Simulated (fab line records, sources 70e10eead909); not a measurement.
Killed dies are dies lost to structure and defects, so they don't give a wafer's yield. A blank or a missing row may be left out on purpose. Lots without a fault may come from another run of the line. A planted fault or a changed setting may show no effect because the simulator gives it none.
A struck lot beside a sound one | flow nand_harc | 11 steps out of a route of 1159
Sound: wafers L436.2, L436.4, L436.6. Struck: wafers L451.2, L451.6. (L451.5 of the same lot was not struck and is left out.) The cause comes at the end.
At each step with rows: each side's tool, then ch and its chambers, then its first start. Under that, the readings that differ: sound wafers | struck wafers | difference of the means | sigmas: that difference in standard deviations of wafers without a fault.
alike: readings whose means differ by less than 2 such deviations, and words and numbers that are the same on both sides. not compared: withheld readings, readings that some wafer has no value for, bounds like >300 that may hide the same value, and numbers for which the record gives no deviation and whose values overlap.
The two part at a step that has a row with sigmas, a row that says differs or no value, or rows on one side only. Numbers that don't overlap but have no deviation are shown without sigmas and don't part them. A reading that every wafer of one side lacks parts them only if that side has two wafers or more.

NHARC_P_START_INSPECT_01:
  sound on defect_inspect-02, day 1 12:02; struck on defect_inspect-02, day 5 06:02
  alike: raw_defect_count
then, 7 steps without rows for these wafers: NHARC_P_ZERO_WELL_PRECLEAN_00 (cleans in SPM, time 600 s); NHARC_P_ZERO_WELL_SRD_01; NHARC_P_ZERO_WELL_PECVD_02 (deposits SiO2, target thk 10 nm); NHARC_P_ZERO_WELL_DEHYDRATE_03 (time 120 s); NHARC_P_ZERO_WELL_HMDS_04 (time 30 s); NHARC_P_ZERO_WELL_COAT_64 (time 65 s); NHARC_P_ZERO_WELL_COAT_05 (resist thk 600 nm).
NHARC_P_ZERO_WELL_SOFTBAKE_06: time 70 s.
  sound on litho_track-02 ch 0, day 1 12:00; struck on litho_track-03 ch 0, day 5 06:00
  reading                  | sound             | struck      | difference | sigmas
  heater_power_total_W (W) | 200.7 199.4 199.7 | 224.2 225.3 | +24.8      | +19
then, 1 step without rows for these wafers: NHARC_P_ZERO_WELL_EBR_07.
-- the record jumps here: 17 days lie between the struck wafers' starts before and after (it left off in module P_ZERO_WELL and takes up again in module END, whose first step shown is number 1159 of the route) --
NHARC_END_SORT_01:
  the record has rows for the struck wafers here (prober-01 ch 0, day 22 13:07) and none for the sound ones

WHERE THEY PART
First at NHARC_P_ZERO_WELL_SOFTBAKE_06; last, within this record, at NHARC_END_SORT_01.

WHY: what the simulator had put in
Process parameter drift: litho_track-03, from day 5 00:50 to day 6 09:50, at NHARC_P_ZERO_WELL_SOFTBAKE_06. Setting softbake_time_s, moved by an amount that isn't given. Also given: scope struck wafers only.
